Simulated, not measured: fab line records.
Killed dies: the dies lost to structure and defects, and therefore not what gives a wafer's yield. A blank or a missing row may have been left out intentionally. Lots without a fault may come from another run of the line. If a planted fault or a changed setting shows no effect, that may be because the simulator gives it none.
Comparing a struck lot with a sound one    flow n5_finfet    36 out of 1938 route steps
Sound: wafers L539.3, L539.4, L539.6. Struck: wafer L548.5 (left out: L548.1, a lot-mate that was not struck); the cause follows at the end.
Order at every step that has rows: each side's tool, ch and its chambers, its first start. Under that, the readings that differ: sound wafers    struck wafers    difference of the means    sigmas: that difference in standard deviations of wafers without a fault.
alike: a reading whose means differ by less than 2 such deviations, as well as words and numbers matching on both sides. not compared: withheld readings; readings where some wafer has no value; bounds like >300 that might hide an equal value; numbers whose values overlap and for which the record gives no deviation.
The two part at a step that has a row with sigmas, a row that says differs or no value, or rows on one side only. Non-overlapping numbers with no deviation appear without sigmas and do not part them. A reading that every wafer of one side lacks parts them only if that side has two wafers or more.

first, 9 steps without rows for these wafers: N5_MOL_CONTACT_COAG_PRECLEAN_127 (cleans in DIW, time 57.5 s); N5_MOL_CONTACT_COAG_SRD_128 (dry time 32 s); N5_MOL_CONTACT_COAG_CMP_52 (polishes, stops on SiO2, t overpolish 1.5 s, target thk 66.5 nm); N5_MOL_CONTACT_COAG_ANNEAL_112 (time 1800 s); N5_BEOL_M0_SAQP_PECVD_00 (deposits SiCN from 3MS/NH3, target thk 8 nm, time 14 s); N5_BEOL_M0_SAQP_ILD_DEP_01 (deposits SiOC from DEMS/O2, target thk 45.419 nm, time 8.7 s); N5_BEOL_M0_SAQP_HM_DEP_02 (deposits TiN, target thk 12 nm); N5_BEOL_M0_SAQP_PECVD_03 (deposits SiCN from 3MS/NH3, target thk 12 nm, time 21.1 s); N5_BEOL_M0_SAQP_PECVD_96 (deposits a-Si from SiH4/He, target thk 45 nm, time 45.2 s).
N5_BEOL_M0_SAQP_PECVD_97: deposits SiNx from SiH4/NH3/N2, target thk 23 nm, time 19.9 s.
  sound on pecvd-04 ch 0,1,2, day 6 21:03; struck on pecvd-04 ch 0, day 9 02:01
reading                                          sound         struck  difference  sigmas
model.SiNx_of_BEOL_M0_SAQP_PECVD_97.thk_nm (nm)  22.8 22.8 23  8.2     -14.7       
  alike: heater_power_w, showerhead_plenum_p_Torr, throttle_valve_pct
then, 24 steps without rows for these wafers: N5_BEOL_M0_SAQP_PECVD_04 (deposits a-Si from SiH4/He, target thk 60 nm, time 60.2 s); N5_BEOL_M0_SAQP_HM_DEP_111 (deposits SiO2 from SiH4/N2O, target thk 12 nm, time 7.2 s); N5_BEOL_M0_SAQP_COAT_81 (time 60 s, resist thk 100 nm); N5_BEOL_M0_SAQP_COAT_82 (time 60 s, resist thk 30 nm); N5_BEOL_M0_SAQP_COAT_08 (resist thk 90 nm); N5_BEOL_M0_SAQP_EBR_10; N5_BEOL_M0_SAQP_SOFTBAKE_09 (time 60 s); N5_BEOL_M0_SAQP_EXPOSE_11 (exposes mask M0 CORE, target cd 42 nm); N5_BEOL_M0_SAQP_PEB_12 (peb time 60 s); N5_BEOL_M0_SAQP_DEVELOP_13 (develop time 30 s); N5_BEOL_M0_SAQP_DESCUM_19 (chemistry O2, time 7.9 s); N5_BEOL_M0_SAQP_ETCH_83 (etches SiARC in CF4, target depth 39 nm, time 65 s); N5_BEOL_M0_SAQP_ETCH_84 (etches SOC in N2/H2, target depth 100 nm, overetch 20 nm, time 150 s); N5_BEOL_M0_SAQP_STRIP_80 (strips in N2/H2); N5_BEOL_M0_SAQP_HM_OPEN_112 (chemistry CHF3/O2, target SiO2, stops on a-Si, target depth 12 nm, time 13.5 s); N5_BEOL_M0_SAQP_STRIP_113 (strips in CHF3/O2); N5_BEOL_M0_SAQP_MANDREL_ETCH_20 (etches a-Si in HBr/Cl2, stops on SiNx, target depth 60 nm, bt time 10 s, time 30 s); N5_BEOL_M0_SAQP_STRIP_86 (strips in N2/H2); N5_BEOL_M0_SAQP_STRIP_115 (strips in post etch residue remover, time 60 s); N5_BEOL_M0_SAQP_SRD_93 (time 30 s); N5_BEOL_M0_SAQP_RECESS_114 (chemistry HF/NH3, target SiO2, target depth 14.4 nm, afs cycles 3, sublimation time 60 s); N5_BEOL_M0_SAQP_SPACER1_ALD_98 (deposits SiO2, target thk 12.8 nm, pulse time 1 s, purge time 2 s); N5_BEOL_M0_SAQP_SPACER1_ETCHBACK_99 (etches SiO2 in CHF3/O2, target depth 15.4 nm, time 7.7 s); N5_BEOL_M0_SAQP_MANDREL1_REMOVE_100 (chemistry HBr/Cl2/O2, target a-Si, stops on SiNx, bt time 10 s).
N5_BEOL_M0_SAQP_ETCH_106: etches SOC in N2/H2, stops on SiNx, target depth 150 nm.
  sound on rie_diel-01 ch 0,1,2, day 7 03:43; struck on rie_diel-06 ch 3, day 9 05:25
reading                                          sound         struck  difference  sigmas
drypump_motor_current_A (A)                      6.6 6.3 6.4   5.2     -1.2        -2
model.SiNx_of_BEOL_M0_SAQP_PECVD_97.thk_nm (nm)  15.2 15 15.4  1       -14         
  alike: oes_product_au, rf_vpp_V, showerhead_plenum_p_Torr, throttle_valve_pct
  not compared: rf_hours_counter_h
-- the record jumps here: 4 days lie between the struck wafers' starts before and after (it left off in module BEOL_M0_SAQP and takes up again in module BEOL_M4, whose first step shown is number 1111 of the route) --
N5_BEOL_M4_RC_MEAS_101:
  sound on prober-02 ch 0, day 11 12:49; struck on prober-01 ch 0, day 13 07:44
  alike: DIBL_N, DIBL_P, IOFF_N, IOFF_P, ION_N, ION_P, SS_N, SS_P, VT_N, VT_P

## WHERE THEY PART
Only at N5_BEOL_M0_SAQP_ETCH_106, as far as this record shows. Later steps at which nothing parts them and some readings are alike: N5_BEOL_M4_RC_MEAS_101.

WHY: whatever the simulator had introduced
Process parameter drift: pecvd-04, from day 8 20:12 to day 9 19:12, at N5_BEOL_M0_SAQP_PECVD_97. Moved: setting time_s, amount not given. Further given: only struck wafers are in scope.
